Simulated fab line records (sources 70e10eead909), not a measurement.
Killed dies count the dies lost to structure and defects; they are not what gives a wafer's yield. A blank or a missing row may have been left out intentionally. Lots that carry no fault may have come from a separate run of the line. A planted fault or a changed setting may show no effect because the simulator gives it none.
Chamber matching + flow nand-harc + NHARC_P_M1_STRIP_18 on rie-diel-12: 4 sister chambers
The step strips in N2/H2. 14 wafers are shown with their chamber, then 7 later ones without.

EACH WAFER AND ITS CHAMBER
| wafer  | chamber | showerhead-plenum-p-Torr (Torr) | drypump-motor-current-A (A) | throttle-valve-pct (%) |
|--------|---------|---------------------------------|-----------------------------|------------------------|
| L535.1 | 3       | 2.15                            | 5.1                         | 14.176                 |
| L535.2 | 0       | 2.21                            | 6.7                         | 14.166                 |
| L535.5 | 0       | 2.21                            | 6.7                         | 14.179                 |
| L537.1 | 3       | 2.15                            | 5.2                         | 14.174                 |
| L537.2 | 1       | 2.05                            | 5.7                         | 14.177                 |
| L537.6 | 2       | 2.04                            | 5.1                         | 14.157                 |
| L542.1 | 1       | 2.05                            | 5.7                         | 14.178                 |
| L542.2 | 3       | 2.15                            | 5.2                         | 14.162                 |
| L542.6 | 2       | 2.04                            | 5.1                         | 14.165                 |
| L552.1 | 0       | 2.20                            | 6.7                         | 14.177                 |
| L552.3 | 1       | 2.05                            | 5.8                         | 14.168                 |
| L552.4 | 3       | 2.15                            | 5.2                         | 14.179                 |
| L553.4 | 1       | 2.05                            | 5.7                         | 14.168                 |
| L553.5 | 0       | 2.20                            | 6.7                         | 14.165                 |

SIGNATURES (means of the wafers above)
| reading                  | chamber 0 | chamber 1 | chamber 2 | chamber 3 | scatter within a chamber |
|--------------------------|-----------|-----------|-----------|-----------|--------------------------|
| showerhead-plenum-p-Torr | 2.2050    | 2.0500    | 2.0400    | 2.1500    | 0.00316                  |
| drypump-motor-current-A  | 6.700     | 5.725     | 5.100     | 5.175     | 0.0387                   |
| throttle-valve-pct       | 14.17175  | 14.17275  | 14.16100  | 14.17275  | 0.0067                   |
Rule: distance of a wafer from a chamber = root of the sum over the readings of ((wafer's reading minus chamber's mean) / reading's scatter) squared. The wafer belongs to the nearest chamber; if the next one is less than 2 further off, it can't be placed. The scatter: the root of (the sum of the squares of (reading less its chamber's mean) over the shown wafers, divided by (wafers less chambers)).

WAFERS WITH NO CHAMBER GIVEN
| wafer  | showerhead-plenum-p-Torr (Torr) | drypump-motor-current-A (A) | throttle-valve-pct (%) |
|--------|---------------------------------|-----------------------------|------------------------|
| L553.6 | 2.15                            | 5.2                         | 14.165                 |
| L556.1 | 2.04                            | 5.1                         | 14.168                 |
| L556.4 | 2.05                            | 5.7                         | 14.146                 |
| L556.6 | 2.20                            | 6.7                         | 14.181                 |
| L558.2 | 2.05                            | 5.7                         | 14.168                 |
| L558.4 | 2.15                            | 5.2                         | 14.157                 |
| L558.6 | 2.15                            | 5.1                         | 14.163                 |

CHAMBER TAKEN BY EACH
| wafer  | from the rows above | in truth |
|--------|---------------------|----------|
| L553.6 | 3                   | 3        |
| L556.1 | 2                   | 2        |
| L556.4 | 1                   | 1        |
| L556.6 | 0                   | 0        |
| L558.2 | 1                   | 1        |
| L558.4 | 3                   | 3        |
| L558.6 | 3                   | 3        |
Correctly placed: 7 of 7. Can't be placed from these rows: 0. Number placed wrongly: 0.
